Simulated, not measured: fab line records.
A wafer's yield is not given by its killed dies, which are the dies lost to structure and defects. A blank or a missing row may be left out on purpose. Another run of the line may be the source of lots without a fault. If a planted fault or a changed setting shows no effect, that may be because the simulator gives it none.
Chamber matching / flow n5 finfet / rie diel-02 running N5_MIM_BOT_ETCH_STRIP_01: 4 sister chambers
The step strips in O2. 4 wafers are shown with their chamber, then 8 later ones without.

WAFERS, EACH WITH ITS CHAMBER
wafer=L083.1; chamber=2; drypump motor current A (A)=6.4
wafer=L083.3; chamber=3; drypump motor current A (A)=5.9
wafer=L083.5; chamber=0; drypump motor current A (A)=5.3
wafer=L089.1; chamber=1; drypump motor current A (A)=5.5

WAFERS WITHOUT THEIR CHAMBER
wafer=L089.2; drypump motor current A (A)=6.4
wafer=L089.5; drypump motor current A (A)=5.5
wafer=L096.1; drypump motor current A (A)=5.5
wafer=L096.2; drypump motor current A (A)=5.3
wafer=L096.3; drypump motor current A (A)=6.4
wafer=L097.2; drypump motor current A (A)=5.4
wafer=L097.4; drypump motor current A (A)=5.4
wafer=L097.6; drypump motor current A (A)=5.3

THE CHAMBER EACH PASSED THROUGH
wafer=L089.2; from the rows above=2; in truth=2
wafer=L089.5; from the rows above=1; in truth=1
wafer=L096.1; from the rows above=1; in truth=1
wafer=L096.2; from the rows above=0; in truth=0
wafer=L096.3; from the rows above=2; in truth=2
wafer=L097.2; from the rows above=can't be placed: 1 or 0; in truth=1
wafer=L097.4; from the rows above=can't be placed: 1 or 0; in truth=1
wafer=L097.6; from the rows above=0; in truth=0
Placed correctly: 6 of 8. Unplaceable from these rows: 2, with the true chamber sitting among the candidates in 2. 0 placed wrongly.
How it was worked out, from the rows above alone: a wafer's distance from a chamber is the root of the sum, over the readings, of the square of ((its reading less the chamber's mean) divided by the reading's scatter). If the next closest chamber is less than 2 further off than the closest, the wafer can't be placed; otherwise it belongs to the closest. Each chamber's mean is taken over the wafers shown for it. The scatter: with one shown wafer a chamber, the root of the mean of the squares of how far each hidden wafer lies from its nearest shown one.
